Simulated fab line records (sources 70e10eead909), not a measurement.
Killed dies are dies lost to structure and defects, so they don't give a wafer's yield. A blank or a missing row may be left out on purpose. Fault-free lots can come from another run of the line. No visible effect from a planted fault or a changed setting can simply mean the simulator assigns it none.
Which tool was responsible? | flow nand harc | 12 lots, 36 wafers sampled, at 2 steps of a route of 1302

## WHAT THE GAUGES READ, wafer by wafer
NHARC_A_BLC_OVL_MEAS_11.
lot  | measured     | on         | overlay x nm (nm)
L074 | day 22 13:05 | overlay-01 | -0.2 -0.2 0.3
L078 | day 24 04:31 | overlay-02 | -0.2 -0.6 -0.9
L079 | day 24 21:15 | overlay-01 | 2.3 2.1 1.7
L082 | day 26 00:43 | overlay-01 | 0.7 1.4 0.5
L083 | day 26 09:28 | overlay-02 | 0.5 0.1 -0.4
L087 | day 27 07:50 | overlay-01 | 0.9 0.8 0.4
L085 | day 27 13:50 | overlay-02 | 0.3 0.4 0.2
L089 | day 29 00:01 | overlay-02 | -0.6 -0.3 -0.6
L088 | day 29 15:43 | overlay-01 | 0.9 0.5 0.8
L092 | day 30 09:13 | overlay-01 | 0.4 0.0 1.3
L096 | day 31 13:45 | overlay-02 | 0.1 -0.5 -0.1
L097 | day 32 05:10 | overlay-02 | -1.2 -1.0 -1.6

## WHICH TOOL RAN EACH LOT (tool, then ch and the chambers of the sampled wafers, then the start)
lot  | NHARC_A_CONTACT_ETCH_98
L074 | rie diel-01 ch 0,1,3, day 22 13:05 or earlier
L078 | rie diel-01 ch 0,1,3, day 24 01:25
L079 | rie diel-01 ch 2,3, day 24 21:15 or earlier
L082 | rie diel-11 ch 0,2,3, day 26 00:43 or earlier
L083 | rie diel-01 ch 0,2, day 26 09:28 or earlier
L087 | rie diel-11 ch 1,3, day 27 07:50 or earlier
L085 | rie diel-01 ch 0,1,3, day 27 13:50 or earlier
L089 | rie diel-01 ch 1,2, day 29 00:01 or earlier
L088 | rie diel-01 ch 0,2, day 29 15:43 or earlier
L092 | rie diel-01 ch 0,2,3, day 30 09:13 or earlier
L096 | rie diel-01 ch 0,3, day 31 10:38
L097 | rie diel-05 ch 0,1, day 32 05:10 or earlier
- NHARC_A_CONTACT_ETCH_98: etches the open film in C4F6/O2, target depth 20 nm, time 10 s.

## THE ANSWER, worked out from the rows above alone
Rule: the lots themselves supply what counts as usual. Put in order of their means at a reading, lots are off if they are a third of the lots or fewer, leave a main group of 4 or more, and stand apart from it by a gap of 3 or more times the standard deviation of the main group's means; of several such gaps the widest counts. A main group is skipped when, at the precision printed for the reading in the tables above, its means are all equal. A lot without any number at a reading at which 4 lots or more have one is off too. Any other lot the step has rows for is counted as sound.
No lot is off on any of the readings shown, so nothing can be concluded from this.

## WHAT THE SIMULATOR PUT IN
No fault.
